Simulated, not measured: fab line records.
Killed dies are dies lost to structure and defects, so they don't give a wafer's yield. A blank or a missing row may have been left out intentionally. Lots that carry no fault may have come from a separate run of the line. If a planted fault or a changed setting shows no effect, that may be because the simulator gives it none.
Problem report, 8D (eight disciplines) form, completed by code + flow n5Finfet + the parts of the form that need people (team, actions taken, sign-off) are left out

## 1. PROBLEM STATEMENT
barrierFieldEndpointS at N5_BEOL_M1_CMP_52 reads a mean of 20.4 s on 2 wafers of 2 lots; wafers without a fault read 24.6 s with a standard deviation of 0.68. Relative to the usual mean, that is a shift of -6.3 standard deviations.
The step: polishes, stops on SiOC, t overpolish 6.8 s, target thk 40 nm.
The first sign was on wafer L947.4 at day 11 02:59, on cmp-01. The record has a number at this step for 26 wafers belonging to 9 lots. Rule for "out" (also "out of limits"): further than 4 standard deviations from the usual mean. All remaining wafers that have a number are taken as sound.

## 2. WHAT IT IS; WHAT IT IS NOT
| question                    | is                    | is not                                                                                 |
|-----------------------------|-----------------------|----------------------------------------------------------------------------------------|
| which readings at this step | barrierFieldEndpointS | clearingPlatenDownForcePsi, motorCurrentA                                              |
| which lots                  | L946, L947            | L933, L936, L938, L939, L949, L950, L951                                               |
| which wafers of those lots  | L946.2, L947.4        | L946.1, L946.3, L947.3                                                                 |
| read on which tools         | cmp-01, cmp-02        | cmp-04                                                                                 |
| when                        | from day 11 02:59     | up to then (13 sound wafers); but 11 sound wafers of L946, L949, L950, L951 came after |

## 3. SUSPECTS, AND WHAT RULES EACH OUT
Counting: if a tool at a process step up to the reading ran every lot that is out, it stays a suspect. Sound lots after the first of them don't rule it out here, since some wafers of a struck lot are sound.
- pecvd-04 at N5_BEOL_M1_PECVD_72 (deposits SiO2 from TEOS/O2, target thk 16 nm, time 18 s): kept. It ran every lot that is out, first L947 (day 10 16:28); its last sound lot up to then is L939 (day 8 18:46).
- pvdSputter-02 at N5_BEOL_M1_SPUTTER_81 (material Cu, target thk 4.5 nm, time 8.29 s): kept. It ran every lot that is out, first L947 (day 11 01:10); its last sound lot up to then is L936 (day 8 10:47).
- pvdSputter-02 at N5_BEOL_M1_SPUTTER_88 (material Cu, target thk 4.5 nm, time 8.29 s): kept. It ran every lot that is out, first L947 (day 11 01:37); its last sound lot up to then is L936 (day 8 11:14).
Still standing after the count: pecvd-04 at N5_BEOL_M1_PECVD_72, pvdSputter-02 at N5_BEOL_M1_SPUTTER_81, pvdSputter-02 at N5_BEOL_M1_SPUTTER_88.

## 4. THE CAUSE (what the simulator had put in)
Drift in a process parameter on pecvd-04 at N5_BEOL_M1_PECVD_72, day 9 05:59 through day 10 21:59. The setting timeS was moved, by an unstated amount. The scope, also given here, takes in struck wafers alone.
Counting left 3 suspects, and this tool is among them.

## 5. THE EFFECT CHAIN, in route order
Each row: a reading where the mean over the struck wafers with a number is more than 3 standard deviations away from the usual. Readings are gone through only where the record gives a usual standard deviation; hours: the median, over the lots, of the time from a lot's start at the first step in this table giving one to that lot's start at this step; sigmas: the change measured in usual standard deviations.
| hours | step              | reading               | usual  | on struck wafers | change | sigmas |
|-------|-------------------|-----------------------|--------|------------------|--------|--------|
| 0     | N5_BEOL_M1_CMP_52 | barrierFieldEndpointS | 24.6 s | 20.4             | -4.2   | -6.3   |
The process steps in it:
- N5_BEOL_M1_CMP_52: polishes, stops on SiOC, t overpolish 6.8 s, target thk 40 nm.
Later steps that measure or inspect, where all struck wafers having a row at the step show a number for every such reading and not one has moved that far: N5_BEOL_M4_RC_MEAS_101.

## 6. WHAT WOULD HAVE CAUGHT IT SOONER
In this record the first reading out of limits was taken at day 11 02:59, 45 hours after the fault began at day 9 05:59.
Of the tool readings at N5_BEOL_M1_PECVD_72 for which the record gives a usual standard deviation, none was out on any struck wafer, so an alarm limit of 4 standard deviations on them would not have fired.
Each of the lots that are out, 2 in all, had begun N5_BEOL_M1_PECVD_72 on pecvd-04 no later than day 11 02:59. None of them would have been spared by holding the tool at that moment.
